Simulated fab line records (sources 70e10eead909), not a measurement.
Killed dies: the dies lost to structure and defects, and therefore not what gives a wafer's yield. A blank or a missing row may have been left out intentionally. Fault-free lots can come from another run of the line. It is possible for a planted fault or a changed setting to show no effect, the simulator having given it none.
Problem report, 8D (eight disciplines) form, completed by code | flow nandHarc | the parts of the form that need people (team, actions taken, sign-off) are left out

== 1. WHAT WENT WRONG ==
thkNm at NHARC_A_ONON_D1_THK_MEAS_30 reads a mean of 1577 nm on 6 wafers of 2 lots; wafers without a fault read 1000 nm with a standard deviation of 10. That is +58 standard deviations from the usual mean.
The step: measures by ellipsometry.
First observed at day 13 18:40: wafer L831.2, on filmMetro-01. Wafers with a number at this step in the record: 42, from 14 lots. By rule, "out" or "out of limits" means more than 4 standard deviations away from the usual mean. The rest of the wafers with a number are treated as sound.

== 2. WHAT IT IS, AND WHAT IT ISN'T ==
question                    | is                         | is not
which readings at this step | thkNm                      | -
which lots                  | L831, L832                 | L818, L819, L820, L821, L822, L833, L834, L836, L837, L838, L839, L841
which wafers of those lots  | all that have a number     | -
read on which gauges        | filmMetro-01, filmMetro-02 | -
when                        | from day 13 18:40          | up to then (15 sound wafers); but 21 sound wafers of L833, L834, L836, L837, L838, L839, L841 came after

== 3. WHAT RULES OUT EACH SUSPECT ==
Counting: a tool at any process step up to the reading remains a suspect when it ran all the lots that are out and ran no sound lot after the first of those.
- the gauge at NHARC_A_ONON_D1_THK_MEAS_30 has been ruled out. 2 gauges (filmMetro-01, filmMetro-02) read the wafers that are out.
- pecvdOnon-01 at NHARC_A_ONON_D1_DEP_28 (target thk 1000 nm): ruled out as a lasting fault. Sound lots L839, L841 ran on it after its first lot that is out, L831 (day 13 18:13).
Left after counting: nothing in the record.

== 4. THE CAUSE (what the simulator had put in) ==
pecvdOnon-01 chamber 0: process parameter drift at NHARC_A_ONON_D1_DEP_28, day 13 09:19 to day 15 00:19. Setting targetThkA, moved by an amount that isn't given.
The count ruled it out by mistake, since the rule takes a fault to strike every lot its tool runs from the start of the fault on, and this one did not do so.

== 5. THE EFFECT CHAIN, in route order ==
Each row: a reading whose mean over the struck wafers that have a number lies more than 3 standard deviations from the usual. Scope: only readings with a usual standard deviation given in the record; hours: median across lots of the time from each lot's start at the first step in this table that gives one to its start at this step; sigmas: change in usual standard deviations.
hours | step                        | reading       | usual   | on struck wafers | change | sigmas
0     | NHARC_A_ONON_D1_THK_MEAS_30 | thkNm         | 1000 nm | 1577             | +577   | +58
371   | NHARC_END_SORT_01           | killedAtArray | 49      | 669              | +620   | +34
371   | NHARC_END_SORT_01           | killedDies    | 54      | 677              | +623   | +33

== 6. HOW IT WOULD HAVE BEEN CAUGHT EARLIER ==
The first out-of-limits reading at a measuring or inspecting step in this record came at day 13 18:40, 9 hours after the fault's start at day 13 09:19.
Tool readings at NHARC_A_ONON_D1_DEP_28 with a usual standard deviation given in the record: none out on any struck wafer, hence no alarm at a limit of 4 standard deviations on them.
